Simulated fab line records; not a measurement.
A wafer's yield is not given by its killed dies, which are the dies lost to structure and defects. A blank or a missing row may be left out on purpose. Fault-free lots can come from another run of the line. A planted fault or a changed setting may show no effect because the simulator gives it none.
Commonality check across tools + flow nandHarc + 11 lots and 33 wafers in the sample

== WHY IT WAS OPENED ==
On 3 of the 11 lots, a flag is raised at NHARC_END_SORT_01 on the reading killedAtPeriphery. Fault-free wafers read 3.7, with a standard deviation of 2.6.
Rule: a lot gets a flag if all its wafers with a number sit over 4 standard deviations from that mean, or if no wafer of it has a number. As for the other lots, they are considered sound.

| lot  | measured     | on        | killedAtPeriphery, wafer by wafer | flag    |
|------|--------------|-----------|-----------------------------------|---------|
| L716 | day 24 13:38 | prober-01 | 4 8 5                             |         |
| L718 | day 24 23:14 | prober-02 | 6 3 3                             |         |
| L720 | day 26 00:17 | prober-01 | 6 1 2                             |         |
| L721 | day 26 18:41 | prober-01 | 2 4 3                             |         |
| L723 | day 27 15:35 | prober-02 | 2 2 2                             |         |
| L722 | day 28 01:52 | prober-02 | 5 0 2                             |         |
| L725 | day 28 07:16 | prober-01 | 0 3 2                             |         |
| L732 | day 30 17:49 | prober-02 | 76 48 80                          | FLAGGED |
| L733 | day 31 07:50 | prober-02 | 67 51 40                          | FLAGGED |
| L730 | day 31 13:26 | prober-01 | 48 62 43                          | FLAGGED |
| L739 | day 34 00:46 | prober-01 | 1 0 6                             |         |
On average the flagged lots' numbers are 57.2, which is +53.5 against the usual, or +21 standard deviations.

== EACH LOT AND THE TOOL IT RAN ON ==
The record holds 2 process steps before the reading, out of a route of 1302 steps. Each cell gives the tool, then ch followed by the chambers the sampled wafers passed through, then the start.
| lot  | flag    | NHARC_P_M1_PVD_21           | NHARC_THIN_TSV_ETCH_36           |
|------|---------|-----------------------------|----------------------------------|
| L716 |         | pvdSputter-03, day 6 06:49  | rieMetal-01 ch 0,1, day 23 23:13 |
| L718 |         | pvdSputter-03, day 7 03:12  | rieMetal-01 ch 0,1, day 24 13:58 |
| L720 |         | pvdSputter-01, day 7 19:17  | rieMetal-03 ch 0, day 25 15:49   |
| L721 |         | pvdSputter-01, day 8 05:53  | rieMetal-03 ch 0, day 26 08:32   |
| L723 |         | pvdSputter-02, day 9 06:01  | rieMetal-01 ch 0,1, day 27 06:55 |
| L722 |         | pvdSputter-03, day 8 22:16  | rieMetal-01 ch 0,1, day 27 14:13 |
| L725 |         | pvdSputter-02, day 10 04:35 | rieMetal-03 ch 0, day 27 19:50   |
| L732 | FLAGGED | pvdSputter-03, day 13 02:14 | rieMetal-02 ch 1, day 30 08:37   |
| L733 | FLAGGED | pvdSputter-03, day 13 04:41 | rieMetal-02 ch 0,1, day 30 20:05 |
| L730 | FLAGGED | pvdSputter-03, day 12 15:43 | rieMetal-02 ch 0,1, day 31 04:07 |
| L739 |         | pvdSputter-01, day 15 16:02 | rieMetal-01 ch 0,1, day 33 16:14 |
What is done by these steps:
- NHARC_P_M1_PVD_21: deposits Cu, target thk 30 nm, time 20.49 s.
- NHARC_THIN_TSV_ETCH_36: etches the open film in Cl2/BCl3, target depth 65 nm, time 18.571 s.
- NHARC_END_SORT_01

== FLAGGED OVER TOTAL, TOOL BY TOOL (the gauges that took the reading come last) ==
| step                   | tool          | lots run | flagged | share of the flagged lots | sound lots run after its first flagged lot |
|------------------------|---------------|----------|---------|---------------------------|--------------------------------------------|
| NHARC_P_M1_PVD_21      | pvdSputter-01 | 3        | 0       | none                      | -                                          |
| NHARC_P_M1_PVD_21      | pvdSputter-02 | 2        | 0       | none                      | -                                          |
| NHARC_P_M1_PVD_21      | pvdSputter-03 | 6        | 3       | all                       | 0                                          |
| NHARC_THIN_TSV_ETCH_36 | rieMetal-01   | 5        | 0       | none                      | -                                          |
| NHARC_THIN_TSV_ETCH_36 | rieMetal-02   | 3        | 3       | all                       | 0                                          |
| NHARC_THIN_TSV_ETCH_36 | rieMetal-03   | 3        | 0       | none                      | -                                          |
| NHARC_END_SORT_01      | prober-01     | 6        | 1       | some                      | 1 (L739)                                   |
| NHARC_END_SORT_01      | prober-02     | 5        | 2       | some                      | 0                                          |

== WHAT THE TABLE ALLOWS ==
Table rows that saw every flagged lot: 2, namely pvdSputter-03 at NHARC_P_M1_PVD_21 and rieMetal-02 at NHARC_THIN_TSV_ETCH_36.
- pvdSputter-03 at NHARC_P_M1_PVD_21: 3 of its 6 lots flagged. Its last sound lot is L722 (day 8 22:16), its first flagged lot L730 (day 12 15:43): a fault that began between those two fits.
- rieMetal-02 at NHARC_THIN_TSV_ETCH_36: 3 of its 3 lots flagged. In this sample it ran no sound lot ahead of its first flagged lot, so there is no way to narrow down the start.
Counting lots can't tell these 2 tools apart, because each fits a fault that began at some hour. More lots, or a look at what each step does to the wafer, might.

== WHAT THE SIMULATOR PUT IN ==
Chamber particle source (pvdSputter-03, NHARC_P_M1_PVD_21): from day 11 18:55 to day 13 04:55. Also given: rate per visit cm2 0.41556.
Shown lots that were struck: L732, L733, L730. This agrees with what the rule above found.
